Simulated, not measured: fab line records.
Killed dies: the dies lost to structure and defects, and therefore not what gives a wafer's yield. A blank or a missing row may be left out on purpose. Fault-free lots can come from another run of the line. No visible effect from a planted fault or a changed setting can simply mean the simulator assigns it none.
Matching of chambers    flow n5 finfet    4 sister chambers for N5_BEOL_M1_ETCHBACK_99 on rie diel-05
The step etches SiO2 in CHF3, target depth 5 nm, time 10.4 s. 18 wafers are shown with their chamber, then 9 later ones without.

== WAFERS PAIRED WITH THEIR CHAMBERS ==
wafer   chamber  showerhead plenum p Torr (Torr)  drypump motor current A (A)  throttle valve pct (%)
L082.1  1        2.28                             5.3                          16.84
L082.2  2        2.26                             5.4                          16.90
L082.3  0        2.10                             6.4                          17.22
L082.4  3        2.13                             5.3                          17.05
L082.5  0        2.10                             6.4                          17.22
L082.6  3        2.13                             5.3                          17.07
L085.2  3        2.13                             5.4                          17.06
L085.5  0        2.10                             6.4                          17.24
L085.6  3        2.13                             5.4                          17.04
L088.2  3        2.13                             5.4                          17.07
L088.3  2        2.26                             5.4                          16.92
L088.5  2        2.26                             5.4                          16.92
L091.3  1        2.27                             5.3                          16.88
L091.4  3        2.13                             5.3                          17.08
L091.6  2        2.26                             5.4                          16.93
L092.4  2        2.26                             5.5                          16.94
L092.5  1        2.27                             5.3                          16.86
L092.6  0        2.09                             6.3                          17.25

SIGNATURES (averages over the wafers above)
reading                   chamber 0  chamber 1  chamber 2  chamber 3  scatter within a chamber
showerhead plenum p Torr  2.0975     2.2733     2.2600     2.1300     0.00318
drypump motor current A   6.375      5.300      5.420      5.350      0.0467
throttle valve pct        17.2325    16.8600    16.9220    17.0617    0.0157
Rule: for each reading, subtract the chamber's mean from the wafer's reading, divide by that reading's scatter and square the result; add these up over the readings and take the root, which gives the wafer's distance from the chamber. The wafer belongs to the nearest chamber; if the next one is less than 2 further off, it can't be placed. How the scatter is found: for the shown wafers, subtract from each reading the mean of its chamber, square and add these, divide the total by (wafers less chambers), then take the root.

== WAFERS WHOSE CHAMBER IS MISSING ==
wafer   showerhead plenum p Torr (Torr)  drypump motor current A (A)  throttle valve pct (%)
L093.1  2.26                             5.4                          16.92
L093.4  2.27                             5.3                          16.87
L093.6  2.27                             5.3                          16.87
L096.1  2.27                             5.3                          16.88
L096.3  2.09                             6.3                          17.26
L096.4  2.09                             6.3                          17.29
L097.1  2.09                             6.3                          17.30
L097.3  2.12                             5.3                          16.64
L097.6  2.12                             5.3                          16.67

== WHICH CHAMBER EACH WENT THROUGH ==
wafer   from the rows above  in truth
L093.1  2                    2
L093.4  1                    1
L093.6  1                    1
L096.1  1                    1
L096.3  0                    0
L096.4  0                    0
L097.1  0                    0
L097.3  3                    3
L097.6  3                    3
Correctly placed: 9 of 9. Left unplaced by these rows: 0. 0 placed wrongly.
